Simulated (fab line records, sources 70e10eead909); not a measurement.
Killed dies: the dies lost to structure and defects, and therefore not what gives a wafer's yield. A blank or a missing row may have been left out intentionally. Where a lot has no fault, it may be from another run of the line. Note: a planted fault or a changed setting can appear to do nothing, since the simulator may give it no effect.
Matching of chambers / flow nand harc / NHARC_A_SLIT_DESCUM_14 on rie diel-07 has 4 sister chambers
The step chemistry O2, time 3 s. 4 wafers are shown with their chamber, then 9 later ones without.

## WAFERS WITH THEIR CHAMBER
wafer=L089.5; chamber=2; drypump motor current A (A)=5.1
wafer=L089.1; chamber=0; drypump motor current A (A)=5.2
wafer=L089.3; chamber=1; drypump motor current A (A)=6.3
wafer=L089.6; chamber=3; drypump motor current A (A)=6.5

## WAFERS WHOSE CHAMBER IS MISSING
wafer=L091.1; drypump motor current A (A)=6.5
wafer=L091.2; drypump motor current A (A)=5.2
wafer=L091.3; drypump motor current A (A)=6.3
wafer=L091.4; drypump motor current A (A)=5.1
wafer=L091.5; drypump motor current A (A)=6.5
wafer=L091.6; drypump motor current A (A)=5.2
wafer=L097.1; drypump motor current A (A)=6.3
wafer=L097.2; drypump motor current A (A)=6.5
wafer=L097.5; drypump motor current A (A)=5.3

## WHICH CHAMBER EACH ONE RAN IN
wafer=L091.1; from the rows above=3; in truth=3
wafer=L091.2; from the rows above=0; in truth=0
wafer=L091.3; from the rows above=1; in truth=1
wafer=L091.4; from the rows above=2; in truth=2
wafer=L091.5; from the rows above=3; in truth=3
wafer=L091.6; from the rows above=0; in truth=0
wafer=L097.1; from the rows above=1; in truth=1
wafer=L097.2; from the rows above=3; in truth=3
wafer=L097.5; from the rows above=0; in truth=0
9 of 9 placed correctly. Can't be placed from these rows: 0. Wrongly placed: 0.
How it was worked out, from the rows above alone: a wafer's distance from a chamber is the root of the sum, over the readings, of the square of ((its reading less the chamber's mean) divided by the reading's scatter). If the next closest chamber is less than 2 further off than the closest, the wafer can't be placed; otherwise it belongs to the closest. Each chamber's mean is taken over the wafers shown for it. The scatter (one wafer shown for each chamber): square how far every hidden wafer sits from the nearest shown wafer, average those squares and take the square root.
